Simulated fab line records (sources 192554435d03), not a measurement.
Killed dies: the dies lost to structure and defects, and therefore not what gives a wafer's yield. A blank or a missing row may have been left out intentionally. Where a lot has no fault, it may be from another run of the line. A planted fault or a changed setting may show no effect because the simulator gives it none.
Matching of chambers :: flow n5-finfet :: 4 sister chambers for N5_BEOL_M0_SAQP_DESCUM_19 on rie-diel-05
The step chemistry O2, time 7.9 s. 8 wafers are shown with their chamber, then 8 later ones without.

WAFERS PAIRED WITH THEIR CHAMBERS
wafer: L082.5
chamber: 0
showerhead-plenum-p-Torr (Torr): 2.06
throttle-valve-pct (%): 20.42

wafer: L084.2
chamber: 2
showerhead-plenum-p-Torr (Torr): 2.11
throttle-valve-pct (%): 20.69

wafer: L084.3
chamber: 1
showerhead-plenum-p-Torr (Torr): 1.99
throttle-valve-pct (%): 20.30

wafer: L084.4
chamber: 3
showerhead-plenum-p-Torr (Torr): 1.98
throttle-valve-pct (%): 20.51

wafer: L088.3
chamber: 0
showerhead-plenum-p-Torr (Torr): 2.06
throttle-valve-pct (%): 20.43

wafer: L088.4
chamber: 3
showerhead-plenum-p-Torr (Torr): 1.98
throttle-valve-pct (%): 20.52

wafer: L088.6
chamber: 1
showerhead-plenum-p-Torr (Torr): 1.99
throttle-valve-pct (%): 20.30

wafer: L089.1
chamber: 2
showerhead-plenum-p-Torr (Torr): 2.10
throttle-valve-pct (%): 20.70

WAFERS WITHOUT THEIR CHAMBER
wafer: L089.2
showerhead-plenum-p-Torr (Torr): 2.06
throttle-valve-pct (%): 20.43

wafer: L089.3
showerhead-plenum-p-Torr (Torr): 1.98
throttle-valve-pct (%): 20.33

wafer: L094.1
showerhead-plenum-p-Torr (Torr): 2.06
throttle-valve-pct (%): 20.45

wafer: L094.4
showerhead-plenum-p-Torr (Torr): 1.97
throttle-valve-pct (%): 20.55

wafer: L094.6
showerhead-plenum-p-Torr (Torr): 1.98
throttle-valve-pct (%): 20.31

wafer: L095.2
showerhead-plenum-p-Torr (Torr): 2.05
throttle-valve-pct (%): 20.45

wafer: L095.4
showerhead-plenum-p-Torr (Torr): 2.10
throttle-valve-pct (%): 20.73

wafer: L095.5
showerhead-plenum-p-Torr (Torr): 1.98
throttle-valve-pct (%): 20.34

WHICH CHAMBER EACH ONE RAN IN
wafer: L089.2
from the rows above: 0
in truth: 0

wafer: L089.3
from the rows above: 1
in truth: 1

wafer: L094.1
from the rows above: 0
in truth: 0

wafer: L094.4
from the rows above: 3
in truth: 3

wafer: L094.6
from the rows above: 1
in truth: 1

wafer: L095.2
from the rows above: 0
in truth: 0

wafer: L095.4
from the rows above: 2
in truth: 2

wafer: L095.5
from the rows above: 1
in truth: 1
Correctly placed: 8 of 8. From these rows, 0 cannot be placed. Placed wrongly: 0.
How it was worked out, from the rows above alone: a wafer's distance from a chamber is the root of the sum, over the readings, of the square of ((its reading less the chamber's mean) divided by the reading's scatter). If the next closest chamber is less than 2 further off than the closest, the wafer can't be placed; otherwise it belongs to the closest. A chamber's mean is the mean of its shown wafers. How the scatter is found: for the shown wafers, subtract from each reading the mean of its chamber, square and add these, divide the total by (wafers less chambers), then take the root.
